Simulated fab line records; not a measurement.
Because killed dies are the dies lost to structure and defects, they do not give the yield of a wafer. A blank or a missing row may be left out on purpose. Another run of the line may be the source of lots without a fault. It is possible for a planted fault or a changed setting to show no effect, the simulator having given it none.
Chamber matching | flow n5-finfet | rie-diel-06 running N5_BEOL_M13_ETCH_68: 4 sister chambers
The step etches SOC in N2/H2, time 355 s. 8 wafers are shown with their chamber, then 7 later ones without.

## WAFERS, EACH WITH ITS CHAMBER
wafer  | chamber | showerhead-plenum-p-Torr (Torr) | drypump-motor-current-A (A)
L076.4 | 0       | 2.49                            | 6.0
L078.3 | 2       | 2.63                            | 5.6
L078.5 | 1       | 2.34                            | 6.0
L084.1 | 3       | 2.72                            | 6.7
L084.3 | 0       | 2.48                            | 6.0
L084.4 | 2       | 2.62                            | 5.6
L088.1 | 1       | 2.33                            | 6.0
L088.3 | 3       | 2.72                            | 6.6

## WAFERS MISSING THEIR CHAMBER
wafer  | showerhead-plenum-p-Torr (Torr) | drypump-motor-current-A (A)
L088.4 | 2.61                            | 5.6
L090.1 | 2.48                            | 6.0
L090.2 | 2.33                            | 6.0
L090.4 | 2.72                            | 6.7
L095.1 | 2.33                            | 6.0
L095.2 | 2.47                            | 6.0
L095.3 | 2.61                            | 5.6

## CHAMBER TAKEN BY EACH
wafer  | from the rows above | in truth
L088.4 | 2                   | 2
L090.1 | 0                   | 0
L090.2 | 1                   | 1
L090.4 | 3                   | 3
L095.1 | 1                   | 1
L095.2 | 0                   | 0
L095.3 | 2                   | 2
Correctly placed: 7 of 7. Number that these rows cannot place: 0. Number placed wrongly: 0.
How it was worked out, from the rows above alone: a wafer's distance from a chamber is the root of the sum, over the readings, of the square of ((its reading less the chamber's mean) divided by the reading's scatter). The wafer belongs to the nearest chamber; if the next one is less than 2 further off, it can't be placed. Each chamber's mean is taken over the wafers shown for it. The scatter: take each reading less its chamber's mean, square it, sum over the shown wafers, divide by the number of wafers less the number of chambers, and take the root.
